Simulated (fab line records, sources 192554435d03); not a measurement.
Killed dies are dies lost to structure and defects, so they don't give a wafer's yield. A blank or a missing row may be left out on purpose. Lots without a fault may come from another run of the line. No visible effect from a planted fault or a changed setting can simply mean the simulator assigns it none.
The tool behind it: which one? || flow n5_finfet || 10 lots with 29 wafers sampled at 3 steps, on a route of 1938 steps

## WHAT EACH GAUGE READ, for each wafer
N5_BEOL_M12_CD_MEAS_28: target cd 160.2 nm.
{"lot": "L941", "measured": "day 11 08:19", "on": "cd_sem-02", "cd_nm (nm)": "159.8 157.2 162.3"}
{"lot": "L942", "measured": "day 11 12:33", "on": "cd_sem-02", "cd_nm (nm)": "162.6 164.5 161.7"}
{"lot": "L943", "measured": "day 11 20:06", "on": "cd_sem-02", "cd_nm (nm)": "158.9 160.9 160.2"}
{"lot": "L946", "measured": "day 12 11:19", "on": "cd_sem-03", "cd_nm (nm)": "160.3 160.2 160.3"}
{"lot": "L949", "measured": "day 12 20:42", "on": "cd_sem-03", "cd_nm (nm)": "158.2 157.8 158.8"}
{"lot": "L951", "measured": "day 13 14:05", "on": "cd_sem-01", "cd_nm (nm)": "160.2 160.5 156.9"}
{"lot": "L955", "measured": "day 14 05:44", "on": "cd_sem-03", "cd_nm (nm)": "157.5 160.3 158.9"}
{"lot": "L953", "measured": "day 14 06:23", "on": "cd_sem-02", "cd_nm (nm)": "163.0 168.2 161.4"}
{"lot": "L958", "measured": "day 15 07:32", "on": "cd_sem-01", "cd_nm (nm)": "161.1 168.2"}
{"lot": "L960", "measured": "day 15 15:46", "on": "cd_sem-01", "cd_nm (nm)": "162.2 159.0 167.8"}

## TOOL THAT RAN EACH LOT (tool first, then ch and the chambers of the sampled wafers, then the start)
{"lot": "L941", "N5_BEOL_M12_DESCUM_15": "rie_diel-01 ch 2,3, day 11 07:30", "N5_BEOL_M12_EXPOSE_25": "krf_scanner-01 ch 0, day 11 08:10"}
{"lot": "L942", "N5_BEOL_M12_DESCUM_15": "rie_diel-01 ch 0,1,3, day 11 11:36", "N5_BEOL_M12_EXPOSE_25": "krf_scanner-02 ch 0, day 11 12:22"}
{"lot": "L943", "N5_BEOL_M12_DESCUM_15": "rie_diel-06 ch 0,2, day 11 19:16", "N5_BEOL_M12_EXPOSE_25": "krf_scanner-02 ch 0, day 11 19:55"}
{"lot": "L946", "N5_BEOL_M12_DESCUM_15": "rie_diel-06 ch 0,1,2, day 12 10:22", "N5_BEOL_M12_EXPOSE_25": "krf_scanner-02 ch 0, day 12 11:08"}
{"lot": "L949", "N5_BEOL_M12_DESCUM_15": "rie_diel-06 ch 0,1, day 12 19:43", "N5_BEOL_M12_EXPOSE_25": "krf_scanner-02 ch 0, day 12 20:32"}
{"lot": "L951", "N5_BEOL_M12_DESCUM_15": "rie_diel-06 ch 0,1,2, day 13 13:09", "N5_BEOL_M12_EXPOSE_25": "krf_scanner-01 ch 0, day 13 13:55"}
{"lot": "L955", "N5_BEOL_M12_DESCUM_15": "rie_diel-03 ch 0,2,3, day 14 04:45", "N5_BEOL_M12_EXPOSE_25": "krf_scanner-01 ch 0, day 14 05:34"}
{"lot": "L953", "N5_BEOL_M12_DESCUM_15": "rie_diel-01 ch 0,1, day 14 05:31", "N5_BEOL_M12_EXPOSE_25": "krf_scanner-01 ch 0, day 14 06:14"}
{"lot": "L958", "N5_BEOL_M12_DESCUM_15": "rie_diel-01 ch 0,2, day 15 06:35", "N5_BEOL_M12_EXPOSE_25": "krf_scanner-01 ch 0, day 15 07:22"}
{"lot": "L960", "N5_BEOL_M12_DESCUM_15": "rie_diel-06 ch 1,3, day 15 14:49", "N5_BEOL_M12_EXPOSE_25": "krf_scanner-01 ch 0, day 15 15:35"}
- N5_BEOL_M12_DESCUM_15: chemistry O2, time 7.9 s.
- N5_BEOL_M12_EXPOSE_25: exposes mask M12.

## THE ANSWER, worked out from the rows above alone
Rule: usual is defined by the lots themselves. The widest of any qualifying gaps counts: lots, ordered by their means at a reading, are off when they make up no more than a third of the lots, leave a main group of 4 or more, and stand apart from it by 3 or more times the standard deviation of that group's means. The tables above print the reading to a certain number of digits; a main group whose means all agree to those digits is not used. Also off: a lot with no number at a reading for which 4 or more lots have one. All remaining lots with rows at the step are treated as sound.
Nothing can be told from this: no lot is off at any reading shown.

## WHAT THE SIMULATOR PUT IN
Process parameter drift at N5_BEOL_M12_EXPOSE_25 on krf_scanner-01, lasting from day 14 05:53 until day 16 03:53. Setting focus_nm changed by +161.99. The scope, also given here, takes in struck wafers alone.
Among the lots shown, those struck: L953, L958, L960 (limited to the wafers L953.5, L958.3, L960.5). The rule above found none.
